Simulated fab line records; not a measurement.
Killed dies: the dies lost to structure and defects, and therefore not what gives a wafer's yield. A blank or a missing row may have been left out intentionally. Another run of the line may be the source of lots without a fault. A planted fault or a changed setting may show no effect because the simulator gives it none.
Comparing a struck lot with a sound one | flow nand harc | 26 steps out of a route of 1302
Sound: the wafers L369.3, L369.5, L369.6. Struck: wafers L362.1, L362.3, L362.5. The cause comes at the end.
Order at every step that has rows: each side's tool, ch and its chambers, its first start. Under that, the readings that differ: sound wafers | struck wafers | difference of the means | sigmas: that difference in standard deviations of wafers without a fault.
alike: words and numbers the same on both sides, and readings whose means are apart by under 2 such deviations; not compared: readings that were withheld, readings missing a value for some wafer, numbers with overlapping values and no deviation given by the record, and bounds like >300 which may hide the same value.
A row with sigmas, a row that says differs or no value, or rows on one side alone: a step with any of these is where the two part. When numbers do not overlap yet have no deviation, they are printed without sigmas and do not part them. Lack of a reading on every wafer of one side parts them only where that side has two or more wafers.

NHARC_A_CHANNEL_HOLE_D2_INSPECT_12:
  sound: defect inspect-01 at day 19 20:38; struck: defect inspect-01 at day 17 23:32
  alike: raw defect count
then, 5 steps without rows for these wafers: NHARC_A_CHANNEL_HOLE_D2_DESCUM_15 (chemistry O2, time 3 s); NHARC_A_CHANNEL_HOLE_D2_ETCH_38 (etches the open film in CF4, target depth 39 nm, time 65 s); NHARC_A_CHANNEL_HOLE_D2_ETCH_39 (etches the open film in N2/H2, target depth 260 nm, time 325 s); NHARC_A_CHANNEL_HOLE_D2_ETCH_34 (etches the open film in CF4/CHF3, target depth 154 nm, time 77 s); NHARC_A_CHANNEL_HOLE_D2_ETCH_16 (etches the open film in O2/COS, target depth 3100 nm, time 806 s).
NHARC_A_CHANNEL_HOLE_D2_CD_MEAS_18:
  sound: cd sem-02 at day 19 22:00; struck: cd sem-02 at day 18 00:41
  alike: cd nm
NHARC_A_CHANNEL_HOLE_D2_ETCH_19: etches the open film in C4F8/O2/Ar, time 34.5 s.
  sound on har etch-01 ch 0,1, day 19 22:29; struck on har etch-02 ch 1, day 18 04:39
  alike: bias v, c4f8 flow sccm, drypump motor current A, oes air line au, showerhead plenum p Torr, throttle valve pct
  not compared: rf hours counter h
then, 2 steps without rows for these wafers: NHARC_A_CHANNEL_HOLE_D2_ETCH_20 (etches the open film in C4F8/O2/Ar, time 361.9 s, target depth 1600 nm); NHARC_A_CHANNEL_HOLE_D2_ETCH_21 (etches the open film in C4F8/O2/Ar, time 514.3 s, target depth 1600 nm).
NHARC_A_CHANNEL_HOLE_D2_ETCH_22: etches the open film in C4F8/O2/Ar, time 666.7 s, target depth 1600 nm.
  sound on har etch-01 ch 0,1, day 19 23:35; struck on har etch-02 ch 1, day 18 05:31
  alike: c4f8 flow sccm, chamber pressure mTorr, drypump motor current A, oes air line au, showerhead plenum p Torr, throttle valve pct
  not compared: rf hours counter h
NHARC_A_CHANNEL_HOLE_D2_ETCH_23: etches the open film in C4F8/O2/Ar, time 819 s, target depth 1600 nm.
  sound on har etch-01 ch 0,1, day 20 00:13; struck on har etch-02 ch 1, day 18 06:04
  alike: c4f8 flow sccm, chamber pressure mTorr, drypump motor current A, oes air line au, showerhead plenum p Torr, throttle valve pct
  not compared: rf hours counter h
NHARC_A_CHANNEL_HOLE_D2_ETCH_24: etches the open film in C4F8/O2/Ar, time 906.2 s, target depth 1500 nm.
  sound on har etch-01 ch 0,1, day 20 00:57; struck on har etch-02 ch 1, day 18 06:46
  no value came back on the struck wafers for any of 7 readings (c4f8 flow sccm (sccm), chamber pressure mTorr (mTorr) and others); on the sound wafers c4f8 flow sccm (sccm) reads 93.85 93.72 93.38
  not compared: rf hours counter h
then, 1 step without rows for these wafers: NHARC_A_CHANNEL_HOLE_D2_ETCH_25 (etches the open film in C4F8/O2/Ar, time 1040.2 s, target depth 1500 nm).
NHARC_A_CHANNEL_HOLE_D2_ETCH_26: etches the open film in C4F8/O2/Ar, time 224.1 s, target depth 300 nm.
  sound on har etch-01 ch 0,1, day 20 02:19; struck on har etch-02 ch 1, day 18 08:25
  alike: bias v, c4f8 flow sccm, drypump motor current A, oes air line au, showerhead plenum p Torr, throttle valve pct
  not compared: rf hours counter h
NHARC_A_CHANNEL_HOLE_D2_ETCH_27: etches the open film in C4F8/O2/Ar, time 90 s, target depth 400 nm.
  sound on har etch-01 ch 0,1, day 20 02:30; struck on har etch-02 ch 1, day 18 08:37
  reading                | sound             | struck            | difference | sigmas
  oes air line au (a.u.) | 0.999 1.009 1.044 | 0.983 0.934 0.963 | -0.057     | -3
  alike: bias v, c4f8 flow sccm, drypump motor current A, showerhead plenum p Torr, throttle valve pct
  not compared: rf hours counter h
then, 3 steps without rows for these wafers: NHARC_A_CHANNEL_HOLE_D2_STRIP_41 (strips in N2/H2); NHARC_A_CHANNEL_HOLE_D2_STRIP_42 (strips in CF4/CHF3); NHARC_A_CHANNEL_HOLE_D2_STRIP_43 (strips in O2/COS).
NHARC_A_CHANNEL_HOLE_D2_ETCH_44: etches the open film in CF4/O2, target depth 140 nm, overetch 14 nm, time 77 s.
  sound on rie diel-06 ch 2,3, day 20 03:10; struck on rie diel-11 ch 2,3, day 18 09:22
  reading                            | sound             | struck            | difference | sigmas
  model.A_CHANNEL_HOLE_D2.cd nm (nm) | 89.39 88.14 89.74 | 98.66 98.62 101.9 | +10.64     |
  alike: bias w, cf4 flow sccm, drypump motor current A, oes product au, rf vpp V, showerhead plenum p Torr, throttle valve pct
  not compared: rf hours counter h
then, 3 steps without rows for these wafers: NHARC_A_CHANNEL_HOLE_D2_STRIP_28 (strips in O2); NHARC_A_CHANNEL_HOLE_D2_PRECLEAN_29 (cleans in SC1); NHARC_A_CHANNEL_HOLE_D2_SRD_30.
NHARC_A_CHANNEL_HOLE_D2_CD_MEAS_31:
  sound: cd sem-02 at day 20 04:00; struck: cd sem-01 at day 18 10:10
  reading    | sound          | struck      | difference | sigmas
  cd nm (nm) | 89.9 88.7 89.8 | 0.5 0.3 0.1 | -89.2      | -69
NHARC_A_CHANNEL_HOLE_D2_XSEM_32:
  sound on xsem-01 ch 0, day 20 04:05; struck on xsem-02 ch 0, day 18 10:16
  reading        | sound          | struck         | difference | sigmas
  bot cd nm (nm) | 74.7 73.4 74.8 | 0.2 0.1 0.0    | -74.2      | -53
  bow nm (nm)    | 8.44 8.48 8.47 | 0.58 0.57 0.57 | -7.89      | -42
  alike: tilt deg
NHARC_A_CHANNEL_HOLE_D2_INSPECT_40:
  sound: defect inspect-02 at day 20 04:11; struck: defect inspect-02 at day 18 10:22
  alike: raw defect count

WHERE THEY PART
Last at NHARC_A_CHANNEL_HOLE_D2_XSEM_32 as far as this record goes, first at NHARC_A_CHANNEL_HOLE_D2_ETCH_24. Later steps at which nothing parts them and some readings are alike: NHARC_A_CHANNEL_HOLE_D2_INSPECT_40.

WHY: the cause the simulator had injected
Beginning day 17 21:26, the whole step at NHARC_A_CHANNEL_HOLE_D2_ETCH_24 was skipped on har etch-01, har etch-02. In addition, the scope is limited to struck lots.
